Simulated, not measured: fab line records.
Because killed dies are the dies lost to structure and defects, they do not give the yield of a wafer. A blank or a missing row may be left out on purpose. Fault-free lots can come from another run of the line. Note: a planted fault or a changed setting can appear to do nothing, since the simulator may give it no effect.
Chamber matching -- flow n5 finfet -- pecvd-01 running N5_BEOL_M0_SAQP_PECVD_04: 3 sister chambers
The step deposits a-Si from SiH4/He, target thk 60 nm, time 60.2 s. 3 wafers are shown with their chamber, then 8 later ones without.

## WAFERS PAIRED WITH THEIR CHAMBERS
wafer,chamber,throttle valve pct (%)
L084.4,0,17.3
L085.2,2,17.6
L093.1,1,20.3

## WAFERS WITHOUT THEIR CHAMBER
wafer,throttle valve pct (%)
L093.2,17.6
L093.4,17.9
L094.2,17.8
L094.3,17.7
L094.4,17.7
L097.2,17.3
L097.4,20.8
L097.6,17.7

## THE CHAMBER EACH PASSED THROUGH
wafer,from the rows above,in truth
L093.2,can't be placed: 2 or 0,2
L093.4,can't be placed: 2 or 0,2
L094.2,can't be placed: 2 or 0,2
L094.3,can't be placed: 2 or 0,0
L094.4,can't be placed: 2 or 0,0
L097.2,can't be placed: 0 or 2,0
L097.4,1,1
L097.6,can't be placed: 2 or 0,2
Correctly placed: 1 of 8. Cannot be placed on the basis of these rows: 7; the candidates contain the true chamber in 7. 0 placed wrongly.
How it was worked out, from the rows above alone: a wafer's distance from a chamber is the root of the sum, over the readings, of the square of ((its reading less the chamber's mean) divided by the reading's scatter). If the next closest chamber is less than 2 further off than the closest, the wafer can't be placed; otherwise it belongs to the closest. The mean given for a chamber averages the wafers shown for that chamber. The scatter: root of mean squared gap, hidden wafer to nearest shown wafer, with one shown wafer a chamber.
